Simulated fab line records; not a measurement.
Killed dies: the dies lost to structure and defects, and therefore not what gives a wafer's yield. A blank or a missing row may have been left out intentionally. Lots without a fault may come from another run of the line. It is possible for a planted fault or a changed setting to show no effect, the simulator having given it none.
Which tool was responsible? | flow nand_harc | 18 wafers from 6 lots sampled at 5 of the route's 1159 steps

WHAT THE GAUGES SHOWED, per wafer
NHARC_END_SORT_01.
lot  | measured     | on        | killed_at_array
L959 | day 19 14:13 | prober-02 | 26 672 19

TOOL THAT RAN EACH LOT (tool first, then ch and the chambers of the sampled wafers, then the start)
lot  | NHARC_A_SGD_CUT_DEP_00          | NHARC_THIN_TSV_DEP_47           | NHARC_THIN_TSV_CMP_21         | NHARC_THIN_TSV_DESCUM_35
L956 | pecvd-04 ch 1,2, day 14 06:19   | pecvd-02 ch 0,1,2, day 19 01:17 | cmp-04 ch 1,2, day 19 03:47   | rie_diel-02 ch 0,1,2, day 19 05:25
L959 | pecvd-04 ch 0,1,2, day 14 15:09 | pecvd-02 ch 1,2, day 19 03:44   | cmp-04 ch 1,2, day 19 06:20   | rie_diel-02 ch 0,3, day 19 07:57
L969 | pecvd-03 ch 0,1,2, day 17 11:53 | pecvd-03 ch 1,2, day 22 16:52   | cmp-04 ch 0,1,2, day 22 19:58 | rie_diel-01 ch 0,3, day 22 21:34
L971 | pecvd-01 ch 1,2, day 17 17:40   | pecvd-03 ch 0,1, day 22 23:34   | cmp-03 ch 0,1, day 23 02:03   | rie_diel-11 ch 2,3, day 23 03:42
L973 | pecvd-01 ch 1,2, day 18 23:24   | pecvd-01 ch 0,2, day 24 01:40   | cmp-04 ch 1,2, day 24 04:10   | rie_diel-01 ch 0,1,2, day 24 05:55
L976 | pecvd-01 ch 0,1,2, day 19 06:05 | pecvd-02 ch 1,2, day 24 10:47   | cmp-02 ch 0,2,3, day 24 13:15 | rie_diel-11 ch 0,3, day 24 15:02
- NHARC_A_SGD_CUT_DEP_00: deposits SiNx, target thk 50 nm.
- NHARC_THIN_TSV_DEP_47: deposits SiO2, target thk 200 nm.
- NHARC_THIN_TSV_CMP_21: polishes, t overpolish 30 s, target thk 2000 nm.
- NHARC_THIN_TSV_DESCUM_35: chemistry O2, time 3 s.

THE ANSWER, worked out from the rows above alone
Rule: the lots themselves supply what counts as usual. The widest of any qualifying gaps counts: lots, ordered by their means at a reading, are off when they make up no more than a third of the lots, leave a main group of 4 or more, and stand apart from it by 3 or more times the standard deviation of that group's means. The tables above print the reading to a certain number of digits; a main group whose means all agree to those digits is not used. A lot without any number at a reading at which 4 lots or more have one is off too. Where the step has rows for the other lots, those lots are counted as sound.
Across all readings shown, no lot is off: no conclusion can be drawn from this.

WHAT HAD BEEN PUT IN BY THE SIMULATOR
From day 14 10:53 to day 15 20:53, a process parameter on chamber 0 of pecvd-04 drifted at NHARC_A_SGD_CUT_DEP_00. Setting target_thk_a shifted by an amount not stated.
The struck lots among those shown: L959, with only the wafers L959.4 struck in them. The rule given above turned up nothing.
